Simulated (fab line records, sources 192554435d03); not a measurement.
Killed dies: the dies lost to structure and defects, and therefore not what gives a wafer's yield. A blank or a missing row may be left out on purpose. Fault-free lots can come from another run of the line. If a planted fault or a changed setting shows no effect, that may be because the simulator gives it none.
The same fault as seen by 2 desks ; flow n5Finfet ; each desk has only its own numbers; what lay behind them comes last

== DESK OF THE TOOL OWNER: rieMetal-01 ==
The tool's own readings at N5_HKMG_FIN_ETCHBACK_68 (etches the open film in Cl2/Ar, stops on HfO2, target depth 0.5 nm): means of the sampled wafers that have a number, for each lot that ran on this tool. Marked OUT: a lot whose mean sits more than 4 standard deviations from the usual mean, which makes it out of limits; the brackets give that distance.
Columns: A = drypumpMotorCurrentA at N5_HKMG_FIN_ETCHBACK_68, usual 6.1 A; B = oesProductAu at N5_HKMG_FIN_ETCHBACK_68, usual 0.71 a.u.; C = throttleValvePct at N5_HKMG_FIN_ETCHBACK_68, usual 20.9 %
lot;first seen here;A;B;C
L955;day 4 05:20;6.4;0.72;20.9
L956;day 4 14:58;6.4;0.72;20.9
L957;day 4 19:40;6.4;0.72;20.9
L958;day 5 02:31;6.5;0.66;21.1
L966;day 7 03:02;6.5;0.66;21.1
L967;day 7 12:01;6.4;0.71;21.0
This desk's verdict: no lot among the 6 shows anything out of limits.

== THE METROLOGY DESK ==
What the gauges read for every lot (on any tool): the sampled wafers with a number, averaged. Marked OUT: a lot whose mean sits more than 4 standard deviations from the usual mean, which makes it out of limits; the brackets give that distance.
Columns: A = MIM_TOP_OVL at N5_MIM_TOP_LITHO_OVL_MEAS_11, usual 1 nm; B = cdNm at N5_PASSIVATION_CD_MEAS_10, usual 2999.1 nm
lot;first seen here;A;B
L956;day 12 03:56;1;2995.1
L955;day 12 08:09;-1;3001.4
L958;day 12 08:59;5;2996.0
L959;day 12 13:54;10;2998.0
L957;day 13 00:40;-2;2998.0
L966;day 14 17:34;5;2996.6
L967;day 15 04:26;1;3001.5
L971;day 15 20:58;1;3000.8
L972;day 15 21:13;5;2999.6
L974;day 16 07:15;-8;3001.1
L976;day 16 23:25;8;3000.4
L977;day 17 00:38;-1;2999.6
L978;day 17 08:18;5;2999.3
This desk's verdict: no lot among the 13 shows anything out of limits.

== TAKEN TOGETHER ==
Nothing out of limits was seen by the tool owner's desk.
Nothing out of limits was seen by the metrology desk.

== WHAT THE SIMULATOR HAD PUT IN ==
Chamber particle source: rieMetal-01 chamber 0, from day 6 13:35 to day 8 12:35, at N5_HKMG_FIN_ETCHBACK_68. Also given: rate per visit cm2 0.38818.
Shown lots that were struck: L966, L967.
